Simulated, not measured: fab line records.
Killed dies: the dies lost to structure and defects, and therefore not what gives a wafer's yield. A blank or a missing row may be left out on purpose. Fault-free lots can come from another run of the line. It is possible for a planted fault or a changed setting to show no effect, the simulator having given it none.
Chamber matching -- flow nand harc -- NHARC_P_M1_STRIP_18 on rie diel-08: 4 sister chambers
The step strips in N2/H2. 18 wafers are shown with their chamber, then 9 later ones without.

## WAFERS PAIRED WITH THEIR CHAMBERS
wafer,chamber,drypump motor current A (A),oes product au (a.u.),throttle valve pct (%)
L077.3,2,5.2,0.988,14.166
L077.4,1,5.2,1.003,14.169
L077.5,3,6.1,0.993,14.174
L078.2,2,5.3,0.994,14.167
L078.5,3,6.1,1.001,14.157
L078.6,2,5.2,0.995,14.181
L083.3,1,5.1,1.003,14.178
L083.4,3,6.1,1.004,14.171
L083.6,1,5.1,0.995,14.159
L085.1,3,6.1,0.994,14.178
L085.3,0,5.2,0.983,14.181
L085.4,2,5.3,0.998,14.187
L084.2,1,5.2,1.004,14.157
L084.3,3,6.1,1.001,14.163
L084.6,3,6.1,0.996,14.166
L087.1,3,6.1,0.994,14.164
L087.2,2,5.2,0.990,14.173
L087.3,0,5.2,0.993,14.187

SIGNATURES, as means of the wafers listed above
reading,chamber 0,chamber 1,chamber 2,chamber 3,scatter within a chamber
drypump motor current A,5.200,5.150,5.240,6.100,0.0396
oes product au,0.98800,1.00125,0.99300,0.99757,0.00448
throttle valve pct,14.18400,14.16575,14.17480,14.16757,0.00819
Rule: for each reading, subtract the chamber's mean from the wafer's reading, divide by that reading's scatter and square the result; add these up over the readings and take the root, which gives the wafer's distance from the chamber. The wafer belongs to the nearest chamber; if the next one is less than 2 further off, it can't be placed. How the scatter is found: for the shown wafers, subtract from each reading the mean of its chamber, square and add these, divide the total by (wafers less chambers), then take the root.

## WAFERS WHOSE CHAMBER IS MISSING
wafer,drypump motor current A (A),oes product au (a.u.),throttle valve pct (%)
L094.1,5.2,0.989,14.164
L094.3,5.2,0.987,14.157
L094.5,5.2,0.984,14.160
L097.1,6.1,1.006,14.168
L097.2,5.2,0.999,14.167
L097.3,5.2,0.990,14.161
L096.1,6.1,0.992,14.175
L096.4,5.2,0.980,14.170
L096.5,5.2,0.983,14.181

## THE CHAMBER EACH PASSED THROUGH
wafer,from the rows above,in truth
L094.1,can't be placed: 2 or 0 or 1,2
L094.3,can't be placed: 2 or 0 or 1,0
L094.5,can't be placed: 2 or 0 or 1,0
L097.1,3,3
L097.2,can't be placed: 1 or 2 or 0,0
L097.3,can't be placed: 2 or 0 or 1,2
L096.1,3,3
L096.4,can't be placed: 0 or 2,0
L096.5,can't be placed: 0 or 2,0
Correct placement for 2 of the 9. From these rows, 7 cannot be placed; in 7 the true chamber is one of the candidates. 0 placed wrongly.
